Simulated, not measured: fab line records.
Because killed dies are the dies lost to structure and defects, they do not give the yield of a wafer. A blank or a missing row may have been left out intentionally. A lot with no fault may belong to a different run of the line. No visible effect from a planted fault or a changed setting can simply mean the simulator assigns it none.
fab line records -- flow nandHarc
record lots=24, wafers=72, lastDay=24
route steps=1159 shown P_ZERO_WELL@44 P_STI@90 P_GATE@170 P_CONTACT@218
lots that met no fault: from a run of the same line without faults
startH: start of the lot's first displayed wafer, in hours after the record's first day -- waitH: time in hours since the lot's previous step -- " same as the row above -- L1.1+2: a row that stands for several wafers -- - either no value or no given start -- * or withheld: withheld -- < > ~ a bound
route shown NAME@n: a module of which the file shows steps, and the number in the route of the first -- usual: mean and standard deviation over wafers with no fault -- same: alike in all rows -- chamber/n: place in a boat -- sites: each site's reading -- _std_site: the values' standard deviation -- _edge_site: outer sites' mean less inner sites' -- radiusMm: how far each site lies from the wafer's centre -- mask NAME#n: copy n -- behind: tool/chamber where the wafer was last shaped -- hold: cause of the lot's hold/its duration in hours/its outcome -- device: the n, p or np transistor that did not switch -- end of line: the route-end tests of the same wafers -- step lacking rows: just its recipe -- killed: the dies lost at the first sort to structure and to defects; this is not the yield of the wafer -- map: per-die view of a wafer (x killed, . not killed, _ where there is no die)
set.NAME: the run value of the setting; set.NAME@STEP: its run value at that earlier step -- model.NAME: the simulator's own value behind a step, which no gauge read
route steps across a sampled set of lots; one table per step, one row per wafer
services: a tool's chamber out of use, with start hour (startH, from the record's first day; less than 0 if before it), hours out, and reason
## steps
# step NHARC_P_ZERO_WELL_CD_MEAS_37
# recipe targetCdNm=720, landingEnergyEv=500
# usual cdNm=720.1/1.6
lot.wafer,tool,chamber,startH,waitH,cdNm
L074.4,cdSem-03,0,16.12,-,721.3
L074.5,cdSem-03,0,16.12,-,721.6
L074.6,cdSem-03,0,16.12,-,721.4
L075.1,cdSem-03,0,21.85,-,722.2
L075.5,cdSem-03,0,21.85,-,722.3
L075.6,cdSem-03,0,21.85,-,721.7
L076.3,cdSem-02,0,28.14,-,720.6
L076.5,cdSem-02,0,28.14,-,720.0
L076.6,cdSem-02,0,28.14,-,722.0
L077.1,cdSem-01,0,34.26,-,720.8
L077.2,cdSem-01,0,34.26,-,717.1
L077.4,cdSem-01,0,34.26,-,719.5
L078.4,cdSem-01,0,40.24,-,715.8
L078.5,cdSem-01,0,40.24,-,717.8
L078.6,cdSem-01,0,40.24,-,717.7
L079.1,cdSem-03,0,46.16,-,720.0
L079.2,cdSem-03,0,46.16,-,719.2
L079.6,cdSem-03,0,46.16,-,718.8
L080.3,cdSem-01,0,52.15,-,719.7
L080.5,cdSem-01,0,52.15,-,720.5
L080.6,cdSem-01,0,52.15,-,720.6
L081.1,cdSem-03,0,58.09,-,718.5
L081.2,cdSem-03,0,58.09,-,722.7
L081.4,cdSem-03,0,58.09,-,720.6
L082.4,cdSem-03,0,64.00,-,721.5
L082.5,cdSem-03,0,64.00,-,719.6
L082.6,cdSem-03,0,64.00,-,718.7
L083.4,cdSem-02,0,70.42,-,718.9
L083.5,cdSem-02,0,70.42,-,722.2
L083.6,cdSem-02,0,70.42,-,717.3
L084.1,cdSem-02,0,76.22,-,720.4
L084.2,cdSem-02,0,76.22,-,718.4
L084.4,cdSem-02,0,76.22,-,719.3
L085.2,cdSem-01,0,82.01,-,717.4
L085.4,cdSem-01,0,82.01,-,719.8
L085.6,cdSem-01,0,82.01,-,718.6
L086.1,cdSem-01,0,88.10,-,721.1
L086.3,cdSem-01,0,88.10,-,718.4
L086.6,cdSem-01,0,88.10,-,720.3
L087.1,cdSem-03,0,93.85,-,718.1
L087.5,cdSem-03,0,93.85,-,719.8
L087.6,cdSem-03,0,93.85,-,718.8
L088.1,cdSem-01,0,100.04,-,722.7
L088.3,cdSem-01,0,100.04,-,721.0
L088.6,cdSem-01,0,100.04,-,722.4
L089.4,cdSem-01,0,106.26,-,720.9
L089.5,cdSem-01,0,106.26,-,722.3
L089.6,cdSem-01,0,106.26,-,721.1
L090.1,cdSem-01,0,112.13,-,718.4
L090.4,cdSem-01,0,112.13,-,721.4
L090.5,cdSem-01,0,112.13,-,720.7
L091.1,cdSem-02,0,118.30,-,721.4
L091.3,cdSem-02,0,118.30,-,719.8
L091.4,cdSem-02,0,118.30,-,719.3
L092.1,cdSem-03,0,124.22,-,722.0
L092.2,cdSem-03,0,124.22,-,721.8
L092.5,cdSem-03,0,124.22,-,720.1
L093.1,cdSem-01,0,130.10,-,719.9
L093.3,cdSem-01,0,130.10,-,720.6
L093.4,cdSem-01,0,130.10,-,718.7
L094.1,cdSem-03,0,136.23,-,719.9
L094.2,cdSem-03,0,136.23,-,719.4
L094.4,cdSem-03,0,136.23,-,718.0
L095.3,cdSem-02,0,142.25,-,718.6
L095.4,cdSem-02,0,142.25,-,721.8
L095.6,cdSem-02,0,142.25,-,719.2
L096.1,cdSem-03,0,148.21,-,721.6
L096.2,cdSem-03,0,148.21,-,719.7
L096.6,cdSem-03,0,148.21,-,719.5
L097.1,cdSem-02,0,153.86,-,718.6
L097.2,cdSem-02,0,153.86,-,719.3
L097.4,cdSem-02,0,153.86,-,719.7
# step NHARC_P_STI_ETCH_15
# recipe targetDepthA=3000, taperDeg=4, timeS=100.1, hbrFlowSccm=150, cl2FlowSccm=50, rfW=400, icpW=400, biasW=100, chemistry=HBr/Cl2
# usual drypumpMotorCurrentA=5.7/0.44, oesProductAu=0.998/0.01, throttleValvePct=26.405/0.0096
lot.wafer,tool,chamber,startH,waitH,drypumpMotorCurrentA,oesProductAu,rfHoursCounterH,throttleValvePct
L074.5,rieSi-04,3,32.29,-,6.3,0.991,-,26.404
L074.4,rieSi-04,1,32.29,-,5.7,0.992,-,26.414
L074.6,rieSi-04,2,32.29,-,5.8,1.009,-,26.414
L075.1,rieSi-01,2,41.57,-,5.5,0.993,0.6,26.419
L075.6,rieSi-01,0,41.57,-,5.1,1.002,-,26.404
L075.5,rieSi-01,1,41.57,-,5.5,0.981,-,26.395
L077.2,rieSi-05,1,50.45,-,5.0,0.990,1.1,26.411
L077.4,rieSi-05,3,50.45,-,5.7,0.991,1.3,26.400
L077.1,rieSi-05,0,50.45,-,5.8,1.008,1.2,26.407
L076.3,rieSi-04,2,50.46,-,5.9,0.984,0.8,26.421
L076.6,rieSi-04,1,50.46,-,5.7,0.993,-,26.405
L076.5,rieSi-04,2,50.46,-,5.8,0.983,-,26.418
L078.4,rieSi-01,0,60.13,-,5.1,0.995,0.7,26.412
L078.6,rieSi-01,2,60.13,-,5.5,1.008,-,26.407
L078.5,rieSi-01,3,60.13,-,6.5,0.979,-,26.392
L079.1,rieSi-01,2,65.70,-,5.5,1.005,0.8,26.417
L079.2,rieSi-01,3,65.70,-,6.5,1.000,0.7,26.408
L079.6,rieSi-01,2,65.70,-,5.5,1.001,-,26.408
L080.3,rieSi-05,2,71.99,-,5.5,0.993,0.0,26.407
L080.6,rieSi-05,3,71.99,-,5.7,1.006,-,26.419
L080.5,rieSi-05,0,71.99,-,5.8,1.012,-,26.387
L081.1,rieSi-04,0,78.66,-,6.3,0.990,0.9,26.413
L081.2,rieSi-04,2,78.66,-,5.8,0.985,1.0,26.399
L081.4,rieSi-04,3,78.66,-,6.4,1.002,1.0,26.413
L082.4,rieSi-04,2,85.34,-,5.8,0.998,1.1,26.410
L082.6,rieSi-04,3,85.34,-,6.4,1.016,-,26.403
L082.5,rieSi-04,0,85.34,-,6.2,0.999,-,26.401
L083.6,rieSi-04,1,89.99,-,5.7,1.007,-,26.418
L083.5,rieSi-04,3,89.99,-,6.3,1.017,-,26.388
L083.4,rieSi-04,0,89.99,-,6.3,0.996,-,26.402
L084.4,rieSi-05,1,97.94,-,5.0,0.996,0.2,26.408
L084.1,rieSi-05,2,97.94,-,5.5,0.993,0.1,26.411
L084.2,rieSi-05,3,97.94,-,5.8,0.999,0.2,26.412
L085.2,rieSi-01,1,97.98,-,5.5,0.982,1.0,26.401
L085.4,rieSi-01,3,97.98,-,6.5,0.984,0.9,26.399
L085.6,rieSi-01,0,97.98,-,5.1,1.005,-,26.414
L086.3,rieSi-05,2,107.68,-,5.5,0.994,0.2,26.407
L086.1,rieSi-05,0,107.68,-,5.8,0.999,0.3,26.386
L086.6,rieSi-05,3,107.68,-,5.7,1.010,-,26.402
L087.1,rieSi-04,2,114.52,-,5.8,0.995,0.0,26.405
L087.5,rieSi-04,1,114.52,-,5.7,0.995,-,26.418
L087.6,rieSi-04,2,114.52,-,5.8,1.002,-,26.403
L088.3,rieSi-04,3,119.74,-,6.3,1.008,0.1,26.399
L088.1,rieSi-04,0,119.74,-,6.3,0.998,0.1,26.394
L088.6,rieSi-04,0,119.74,-,6.3,0.991,-,26.421
L090.1,rieSi-05,0,129.19,-,5.8,1.010,0.5,26.390
L090.4,rieSi-05,1,129.19,-,5.0,1.004,0.4,26.407
L090.5,rieSi-05,1,129.19,-,5.0,0.988,-,26.389
L089.4,rieSi-04,2,129.27,-,5.8,1.019,0.2,26.400
L089.5,rieSi-04,3,129.27,-,6.4,1.011,-,26.403
L089.6,rieSi-04,0,129.27,-,6.3,1.002,-,26.391
L091.4,rieSi-01,0,138.31,-,5.1,1.009,0.0,26.391
L091.3,rieSi-01,1,138.31,-,5.5,0.982,0.0,26.432
L091.1,rieSi-01,3,138.31,-,6.5,0.985,0.0,26.414
L092.2,rieSi-05,0,144.41,-,5.8,1.002,0.6,26.412
L092.1,rieSi-05,1,144.41,-,5.0,0.991,0.5,26.411
L092.5,rieSi-05,3,144.41,-,5.7,1.003,-,26.384
L093.3,rieSi-01,1,149.40,-,5.5,0.986,0.1,26.394
L093.1,rieSi-01,3,149.40,-,6.5,1.000,0.1,26.391
L093.4,rieSi-01,2,149.40,-,5.5,1.005,-,26.419
L094.1,rieSi-04,2,155.60,-,5.8,0.989,0.3,26.396
L094.4,rieSi-04,0,155.60,-,6.3,0.999,0.4,26.406
L094.2,rieSi-04,1,155.60,-,5.7,0.988,0.3,26.410
L095.3,rieSi-05,3,161.74,-,5.7,1.000,0.7,26.409
L095.4,rieSi-05,0,161.74,-,5.9,1.008,0.7,26.407
L095.6,rieSi-05,1,161.74,-,5.0,0.998,-,26.405
L096.2,rieSi-05,1,168.27,-,5.0,0.993,0.7,26.417
L096.1,rieSi-05,3,168.27,-,5.7,1.001,0.7,26.412
L096.6,rieSi-05,1,168.27,-,5.0,0.996,-,26.381
L097.4,rieSi-05,2,175.03,-,5.5,1.003,0.8,26.408
L097.2,rieSi-05,3,175.03,-,5.7,0.996,0.8,26.408
L097.1,rieSi-05,1,175.03,-,5.0,1.001,0.8,26.409
# step NHARC_P_GATE_CD_MEAS_46
# recipe targetCdNm=720, landingEnergyEv=500
# usual cdNm=719.6/1.9
lot.wafer,tool,chamber,startH,waitH,cdNm
L074.4,cdSem-03,0,102.18,-,721.2
L074.5,cdSem-03,0,102.18,-,717.3
L074.6,cdSem-03,0,102.18,-,721.0
L075.1,cdSem-03,0,111.92,-,717.7
L075.5,cdSem-03,0,111.92,-,720.1
L075.6,cdSem-03,0,111.92,-,717.7
L077.1,cdSem-02,0,114.79,-,719.1
L077.2,cdSem-02,0,114.79,-,723.0
L077.4,cdSem-02,0,114.79,-,720.7
L076.3,cdSem-03,0,115.35,-,720.5
L076.5,cdSem-03,0,115.35,-,721.5
L076.6,cdSem-03,0,115.35,-,718.4
L078.4,cdSem-03,0,121.41,-,718.7
L078.5,cdSem-03,0,121.41,-,719.2
L078.6,cdSem-03,0,121.41,-,721.8
L079.1,cdSem-02,0,134.46,-,723.2
L079.2,cdSem-02,0,134.46,-,719.1
L079.6,cdSem-02,0,134.46,-,720.2
L081.1,cdSem-01,0,134.98,-,719.5
L081.2,cdSem-01,0,134.98,-,718.9
L081.4,cdSem-01,0,134.98,-,716.1
L080.3,cdSem-01,0,135.33,-,718.4
L080.5,cdSem-01,0,135.33,-,718.6
L080.6,cdSem-01,0,135.33,-,716.5
L082.4,cdSem-03,0,152.59,-,722.6
L082.5,cdSem-03,0,152.59,-,721.0
L082.6,cdSem-03,0,152.59,-,720.4
L083.4,cdSem-02,0,155.74,-,718.6
L083.5,cdSem-02,0,155.74,-,718.7
L083.6,cdSem-02,0,155.74,-,718.2
L084.1,cdSem-02,0,160.49,-,721.3
L084.2,cdSem-02,0,160.49,-,715.7
L084.4,cdSem-02,0,160.49,-,717.9
L085.2,cdSem-01,0,161.91,-,717.0
L085.4,cdSem-01,0,161.91,-,718.6
L085.6,cdSem-01,0,161.91,-,719.7
L088.1,cdSem-03,0,177.45,-,722.8
L088.3,cdSem-03,0,177.45,-,723.8
L088.6,cdSem-03,0,177.45,-,722.7
L087.1,cdSem-03,0,177.61,-,719.5
L087.5,cdSem-03,0,177.61,-,719.5
L087.6,cdSem-03,0,177.61,-,721.1
L086.1,cdSem-02,0,177.77,-,720.4
L086.3,cdSem-02,0,177.77,-,719.2
L086.6,cdSem-02,0,177.77,-,719.6
L089.4,cdSem-01,0,193.03,-,717.6
L089.5,cdSem-01,0,193.03,-,717.1
L089.6,cdSem-01,0,193.03,-,719.5
L090.1,cdSem-01,0,194.03,-,719.8
L090.4,cdSem-01,0,194.03,-,718.1
L090.5,cdSem-01,0,194.03,-,719.3
L091.1,cdSem-01,0,200.84,-,719.9
L091.3,cdSem-01,0,200.84,-,722.0
L091.4,cdSem-01,0,200.84,-,714.4
L092.1,cdSem-02,0,210.88,-,720.5
L092.2,cdSem-02,0,210.88,-,720.0
L092.5,cdSem-02,0,210.88,-,719.8
L093.1,cdSem-03,0,215.61,-,721.9
L093.3,cdSem-03,0,215.61,-,717.6
L093.4,cdSem-03,0,215.61,-,719.3
L094.1,cdSem-03,0,222.66,-,720.3
L094.2,cdSem-03,0,222.66,-,722.2
L094.4,cdSem-03,0,222.66,-,720.3
L095.3,cdSem-01,0,225.76,-,719.5
L095.4,cdSem-01,0,225.76,-,723.3
L095.6,cdSem-01,0,225.76,-,719.2
L096.1,cdSem-01,0,232.29,-,721.1
L096.2,cdSem-01,0,232.29,-,717.5
L096.6,cdSem-01,0,232.29,-,719.7
L097.1,cdSem-03,0,241.65,-,718.9
L097.2,cdSem-03,0,241.65,-,719.7
L097.4,cdSem-03,0,241.65,-,717.4
# step NHARC_P_GATE_DESCUM_93
# recipe timeS=3, o2FlowSccm=200, arFlowSccm=0, biasPowerW=0, chemistry=O2
# usual drypumpMotorCurrentA=5.9/0.37, oesProductAu=0.998/0.0094, rfVppV=57.9/0.87, showerheadPlenumPTorr=1.92/0.072, throttleValvePct=11.311/0.0085
lot.wafer,tool,chamber,startH,waitH,drypumpMotorCurrentA,oesProductAu,rfHoursCounterH,rfVppV,showerheadPlenumPTorr,throttleValvePct
L074.4,rieDiel-02,1,106.21,-,5.4,1.003,43,56.7,1.87,11.318
L074.5,rieDiel-02,0,106.21,-,6.1,0.971,-,56.2,1.85,11.320
L074.6,rieDiel-02,1,106.21,-,5.4,0.997,-,58.4,1.87,11.320
L075.1,rieDiel-07,1,115.64,-,5.9,1.001,11,59.1,2.02,11.304
L075.5,rieDiel-07,2,115.64,-,6.2,0.986,-,59.1,1.99,11.325
L075.6,rieDiel-07,3,115.64,-,6.1,1.013,-,58.1,1.83,11.313
L077.1,rieDiel-02,0,118.36,-,6.1,0.981,47,57.0,1.85,11.315
L077.4,rieDiel-02,1,118.36,-,5.4,1.001,45,57.5,1.87,11.314
L077.2,rieDiel-02,2,118.36,-,5.2,0.984,47,57.7,1.90,11.311
L076.3,rieDiel-02,3,119.04,-,6.3,0.991,45,57.9,1.95,11.319
L076.6,rieDiel-02,2,119.04,-,5.2,0.993,-,56.8,1.90,11.313
L076.5,rieDiel-02,3,119.04,-,6.3,0.993,-,58.4,1.95,11.311
L078.4,rieDiel-02,1,125.18,-,5.4,0.995,48,56.0,1.87,11.316
L078.6,rieDiel-02,3,125.18,-,6.3,0.990,-,58.3,1.95,11.320
L078.5,rieDiel-02,0,125.18,-,6.1,0.987,-,56.8,1.84,11.311
L079.1,rieDiel-07,1,138.27,-,5.9,0.994,15,57.7,2.02,11.324
L079.2,rieDiel-07,0,138.27,-,5.6,1.020,14,59.0,1.97,11.320
L079.6,rieDiel-07,3,138.27,-,6.2,1.007,-,57.0,1.83,11.300
L081.2,rieDiel-07,0,138.78,-,5.6,1.021,14,58.5,1.97,11.308
L081.1,rieDiel-07,1,138.78,-,5.9,1.003,16,58.0,2.02,11.305
L081.4,rieDiel-07,0,138.78,-,5.6,1.012,-,57.2,1.97,11.309
L080.3,rieDiel-07,1,139.04,-,5.9,0.998,16,58.6,2.02,11.320
L080.6,rieDiel-07,3,139.04,-,6.2,0.997,-,56.9,1.83,11.323
L080.5,rieDiel-07,1,139.04,-,5.9,0.995,-,58.2,2.02,11.303
L082.4,rieDiel-07,0,156.58,-,5.7,1.012,18,59.0,1.97,11.315
L082.6,rieDiel-07,3,156.58,-,6.2,0.998,-,56.7,1.83,11.297
L082.5,rieDiel-07,0,156.58,-,5.6,1.000,-,58.2,1.97,11.309
L083.4,rieDiel-07,3,159.45,-,6.1,1.003,18,57.9,1.83,11.312
L083.5,rieDiel-07,1,159.45,-,5.8,0.992,-,57.0,2.02,11.310
L083.6,rieDiel-07,2,159.45,-,6.2,0.987,-,58.9,1.99,11.303
L084.4,rieDiel-02,1,164.01,-,5.4,0.998,2,58.5,1.87,11.311
L084.2,rieDiel-02,2,164.01,-,5.2,0.991,2,58.1,1.90,11.318
L084.1,rieDiel-02,3,164.01,-,6.3,0.989,2,58.7,1.95,11.315
L085.4,rieDiel-06,3,165.57,-,6.0,0.996,34,59.8,2.02,11.311
L085.2,rieDiel-06,1,165.57,-,6.0,1.000,31,56.9,1.78,11.303
L085.6,rieDiel-06,3,165.57,-,6.0,0.997,-,58.0,2.02,11.320
L088.1,rieDiel-07,0,181.13,-,5.6,1.018,22,58.4,1.97,11.307
L088.3,rieDiel-07,1,181.13,-,5.9,1.010,24,57.9,2.02,11.309
L088.6,rieDiel-07,1,181.13,-,5.9,1.013,-,58.2,2.02,11.313
L087.1,rieDiel-07,2,181.44,-,6.2,0.991,22,58.6,1.99,11.307
L087.6,rieDiel-07,0,181.44,-,5.6,1.015,-,58.4,1.97,11.325
L087.5,rieDiel-07,1,181.44,-,5.9,0.997,-,57.6,2.02,11.305
L086.1,rieDiel-07,0,181.70,-,5.6,1.001,22,58.6,1.97,11.324
L086.3,rieDiel-07,3,181.70,-,6.2,0.991,23,57.9,1.83,11.302
L086.6,rieDiel-07,0,181.70,-,5.6,1.007,-,58.4,1.97,11.314
L089.4,rieDiel-02,3,196.72,-,6.4,0.994,15,59.1,1.94,11.310
L089.6,rieDiel-02,1,196.72,-,5.4,0.992,-,57.8,1.86,11.313
L089.5,rieDiel-02,2,196.72,-,5.2,1.005,-,58.0,1.89,11.315
L090.4,rieDiel-02,2,197.75,-,5.2,1.002,16,58.0,1.89,11.308
L090.1,rieDiel-02,0,197.75,-,6.1,1.001,15,58.1,1.84,11.312
L090.5,rieDiel-02,2,197.75,-,5.2,0.989,-,56.9,1.89,11.299
L091.1,rieDiel-06,0,204.42,-,6.4,0.989,44,57.3,1.89,11.295
L091.4,rieDiel-06,1,204.42,-,6.0,1.008,47,58.0,1.77,11.306
L091.3,rieDiel-06,2,204.42,-,5.5,1.014,52,57.9,1.96,11.319
L092.1,rieDiel-07,2,214.55,-,6.2,0.996,30,57.2,1.98,11.311
L092.2,rieDiel-07,3,214.55,-,6.2,1.006,32,56.9,1.82,11.308
L092.5,rieDiel-07,2,214.55,-,6.2,0.994,-,59.3,1.98,11.310
L093.3,rieDiel-02,0,219.18,-,6.0,0.987,22,57.8,1.83,11.301
L093.1,rieDiel-02,1,219.18,-,5.4,0.994,21,58.1,1.86,11.304
L093.4,rieDiel-02,2,219.18,-,5.2,0.980,21,58.9,1.89,11.314
L094.1,rieDiel-07,0,226.50,-,5.6,1.012,33,58.0,1.97,11.305
L094.2,rieDiel-07,2,226.50,-,6.2,1.007,32,57.5,1.98,11.314
L094.4,rieDiel-07,2,226.50,-,6.2,1.000,-,57.8,1.98,11.313
L095.3,rieDiel-06,1,232.71,-,6.0,1.008,56,58.4,1.77,11.325
L095.4,rieDiel-06,2,232.71,-,5.5,1.007,61,57.0,1.96,11.303
L095.6,rieDiel-06,3,232.71,-,6.0,0.996,-,59.3,2.01,11.314
L096.1,rieDiel-06,1,235.94,-,6.0,1.004,57,58.6,1.77,11.298
L096.2,rieDiel-06,2,235.94,-,5.5,0.995,62,57.3,1.96,11.321
L096.6,rieDiel-06,3,235.94,-,6.0,1.002,-,57.7,2.01,11.297
L097.1,rieDiel-02,2,245.18,-,5.2,1.012,32,58.2,1.89,11.320
L097.4,rieDiel-02,0,245.18,-,6.1,1.000,35,57.3,1.83,11.301
L097.2,rieDiel-02,1,245.18,-,5.4,1.009,33,58.8,1.86,11.304
# step NHARC_P_CONTACT_DEP_00
# recipe targetThkA=5000, tempC=400, pressureTorr=6.5, rfW=900, teosFlowSccm=161.4, flowSccm=2650, targetThkNm=500, gas=O2, material=SiO2
# usual heaterPowerW=562/74, throttleValvePct=16.2/0.39
lot.wafer,tool,chamber,startH,waitH,heaterPowerW,throttleValvePct
L074.5,pecvd-04,1,-,-,517,16.4
L074.6,pecvd-04,2,-,-,538,16.9
L074.4,pecvd-04,0,-,-,622,16.0
L075.1,pecvd-01,1,-,-,593,16.6
L075.6,pecvd-01,1,-,-,599,16.5
L075.5,pecvd-01,2,-,-,506,16.2
L077.2,pecvd-01,0,-,-,470,15.9
L077.1,pecvd-01,1,-,-,612,16.5
L077.4,pecvd-01,1,-,-,445,16.5
L076.3,pecvd-01,1,-,-,582,16.6
L076.5,pecvd-01,2,-,-,481,16.4
L076.6,pecvd-01,0,-,-,443,15.7
L078.4,pecvd-04,2,-,-,522,16.5
L078.5,pecvd-04,0,-,-,643,16.1
L078.6,pecvd-04,1,-,-,654,16.6
L079.1,pecvd-04,0,-,-,610,15.9
L079.2,pecvd-04,1,-,-,665,16.3
L079.6,pecvd-04,2,-,-,511,16.7
L081.1,pecvd-01,2,-,-,598,16.1
L081.2,pecvd-01,1,-,-,546,16.3
L081.4,pecvd-01,2,-,-,594,16.2
L080.3,pecvd-04,1,-,-,659,16.5
L080.6,pecvd-04,0,-,-,695,16.2
L080.5,pecvd-04,1,-,-,661,16.4
L082.5,pecvd-01,0,-,-,525,15.6
L082.6,pecvd-01,1,-,-,492,16.4
L082.4,pecvd-01,2,-,-,579,16.6
L083.6,pecvd-04,0,-,-,653,16.1
L083.5,pecvd-04,1,-,-,609,16.3
L083.4,pecvd-04,2,-,-,519,16.7
L084.1,pecvd-01,2,-,-,629,16.5
L084.2,pecvd-01,1,-,-,509,16.5
L084.4,pecvd-01,1,-,-,553,16.7
L085.2,pecvd-04,1,-,-,602,16.4
L085.6,pecvd-04,1,-,-,616,16.3
L085.4,pecvd-04,2,-,-,560,16.8
L088.3,pecvd-01,2,-,-,632,16.5
L088.1,pecvd-01,0,-,-,502,15.8
L088.6,pecvd-01,2,-,-,472,16.4
L087.1,pecvd-04,2,-,-,538,16.8
L087.6,pecvd-04,1,-,-,515,16.3
L087.5,pecvd-04,2,-,-,541,16.7
L086.1,pecvd-04,0,-,-,679,16.1
L086.3,pecvd-04,1,-,-,668,16.3
L086.6,pecvd-04,2,-,-,463,16.6
L089.6,pecvd-01,2,-,-,530,16.5
L089.5,pecvd-01,0,-,-,398,15.8
L089.4,pecvd-01,1,-,-,526,16.7
L090.1,pecvd-03,0,-,-,548,15.9
L090.5,pecvd-03,0,-,-,572,15.9
L090.4,pecvd-03,1,-,-,432,15.4
L091.3,pecvd-03,1,-,-,568,15.5
L091.1,pecvd-03,0,-,-,586,16.1
L091.4,pecvd-03,0,-,-,605,16.0
L092.2,pecvd-04,2,-,-,445,16.2
L092.1,pecvd-04,1,-,-,590,16.1
L092.5,pecvd-04,2,-,-,479,16.3
L093.1,pecvd-03,1,-,-,512,15.4
L093.3,pecvd-03,0,-,-,607,16.4
L093.4,pecvd-03,2,-,-,633,15.7
L094.2,pecvd-03,1,-,-,591,15.7
L094.1,pecvd-03,0,-,-,574,16.2
L094.4,pecvd-03,2,-,-,702,15.9
L095.3,pecvd-01,0,-,-,510,16.2
L095.6,pecvd-01,0,-,-,522,15.7
L095.4,pecvd-01,1,-,-,555,16.9
L096.1,pecvd-03,2,-,-,696,16.0
L096.2,pecvd-03,0,-,-,574,16.1
L096.6,pecvd-03,0,-,-,584,16.1
L097.1,pecvd-04,0,248.62,0.3,623,16.7
L097.2,pecvd-04,1,248.62,0.3,693,16.1
L097.4,pecvd-04,0,248.62,0.3,655,16.6
# step NHARC_P_CONTACT_DEGAS_38
# recipe tempC=300, timeS=60
# usual heaterPowerW=452/54
lot.wafer,tool,chamber,startH,waitH,heaterPowerW
L074.4,pvdSputter-03,-,112.62,-,415
L074.5,pvdSputter-03,-,112.62,-,467
L074.6,pvdSputter-03,-,112.62,-,417
L075.1,pvdSputter-01,-,122.25,-,370
L075.6,pvdSputter-01,-,122.25,-,433
L075.5,pvdSputter-01,-,122.25,-,388
L077.4,pvdSputter-03,-,124.71,-,479
L077.1,pvdSputter-03,-,124.71,-,425
L077.2,pvdSputter-03,-,124.71,-,519
L076.3,pvdSputter-01,-,125.41,-,464
L076.5,pvdSputter-01,-,125.41,-,444
L076.6,pvdSputter-01,-,125.41,-,390
L078.4,pvdSputter-03,-,132.08,-,419
L078.5,pvdSputter-03,-,132.08,-,463
L078.6,pvdSputter-03,-,132.08,-,429
L081.2,pvdSputter-01,-,145.28,-,363
L081.1,pvdSputter-01,-,145.28,-,432
L081.4,pvdSputter-01,-,145.28,-,393
L079.2,pvdSputter-01,-,145.57,-,437
L079.1,pvdSputter-01,-,145.57,-,470
L079.6,pvdSputter-01,-,145.57,-,367
L080.3,pvdSputter-02,-,146.41,-,555
L080.6,pvdSputter-02,-,146.41,-,547
L080.5,pvdSputter-02,-,146.41,-,422
L082.4,pvdSputter-02,-,163.33,-,539
L082.6,pvdSputter-02,-,163.33,-,566
L082.5,pvdSputter-02,-,163.33,-,421
L083.4,pvdSputter-02,-,165.93,-,420
L083.6,pvdSputter-02,-,165.93,-,467
L083.5,pvdSputter-02,-,165.93,-,559
L084.2,pvdSputter-01,-,170.35,-,438
L084.1,pvdSputter-01,-,170.35,-,458
L084.4,pvdSputter-01,-,170.35,-,356
L085.4,pvdSputter-03,-,172.20,-,420
L085.2,pvdSputter-03,-,172.20,-,462
L085.6,pvdSputter-03,-,172.20,-,419
L088.3,pvdSputter-02,-,187.38,-,551
L088.1,pvdSputter-02,-,187.38,-,533
L088.6,pvdSputter-02,-,187.38,-,562
L087.1,pvdSputter-03,-,187.79,-,420
L087.6,pvdSputter-03,-,187.79,-,415
L087.5,pvdSputter-03,-,187.79,-,406
L086.3,pvdSputter-03,-,188.45,-,476
L086.1,pvdSputter-03,-,188.45,-,425
L086.6,pvdSputter-03,-,188.45,-,524
L089.4,pvdSputter-03,-,203.26,-,417
L089.5,pvdSputter-03,-,203.26,-,414
L089.6,pvdSputter-03,-,203.26,-,419
L090.4,pvdSputter-03,-,204.20,-,418
L090.1,pvdSputter-03,-,204.20,-,400
L090.5,pvdSputter-03,-,204.20,-,477
L091.3,pvdSputter-01,-,211.03,-,459
L091.4,pvdSputter-01,-,211.03,-,353
L091.1,pvdSputter-01,-,211.03,-,451
L092.2,pvdSputter-01,-,221.09,-,477
L092.1,pvdSputter-01,-,221.09,-,443
L092.5,pvdSputter-01,-,221.09,-,361
L093.4,pvdSputter-03,-,225.55,-,514
L093.3,pvdSputter-03,-,225.55,-,463
L093.1,pvdSputter-03,-,225.55,-,417
L094.4,pvdSputter-03,-,232.98,-,528
L094.2,pvdSputter-03,-,232.98,-,464
L094.1,pvdSputter-03,-,232.98,-,418
L095.3,pvdSputter-02,-,238.90,-,536
L095.4,pvdSputter-02,-,238.90,-,420
L095.6,pvdSputter-02,-,238.90,-,485
L096.1,pvdSputter-03,-,242.82,-,472
L096.2,pvdSputter-03,-,242.82,-,436
L096.6,pvdSputter-03,-,242.82,-,412
L097.1,pvdSputter-02,-,251.82,-,528
L097.2,pvdSputter-02,-,251.82,-,471
L097.4,pvdSputter-02,-,251.82,-,551
## services
tool,chamber,startH,hours,kind
pecvd-04,-,15.54,13.0,pm
rieSi-04,0,28.53,4.2,repair
pecvd-01,-,31.96,3.5,repair
rieDiel-02,3,38.43,17.2,repair
rieDiel-07,-,51.20,9.0,pm
pecvd-04,-,51.61,0.2,repair
pecvd-01,-,56.00,13.0,pm
rieSi-05,-,62.00,9.0,pm
pvdSputter-03,-,62.17,0.6,repair
pecvd-04,-,70.10,1.9,repair
pvdSputter-03,-,75.35,2.9,repair
rieSi-04,2,85.89,4.2,repair
rieSi-04,-,97.85,0.2,repair
rieSi-04,-,99.00,9.0,pm
pvdSputter-03,-,102.02,10.0,pm
pecvd-01,1,105.10,3.4,repair
pecvd-04,2,120.73,1.9,repair
rieDiel-02,3,135.05,20.5,repair
rieDiel-07,2,137.40,8.3,repair
rieDiel-02,-,150.90,9.0,pm
pecvd-04,-,196.58,13.0,pm
rieDiel-07,1,223.61,3.3,repair
rieDiel-07,-,228.20,9.0,pm
pecvd-04,2,240.71,8.4,repair
## key
fault none
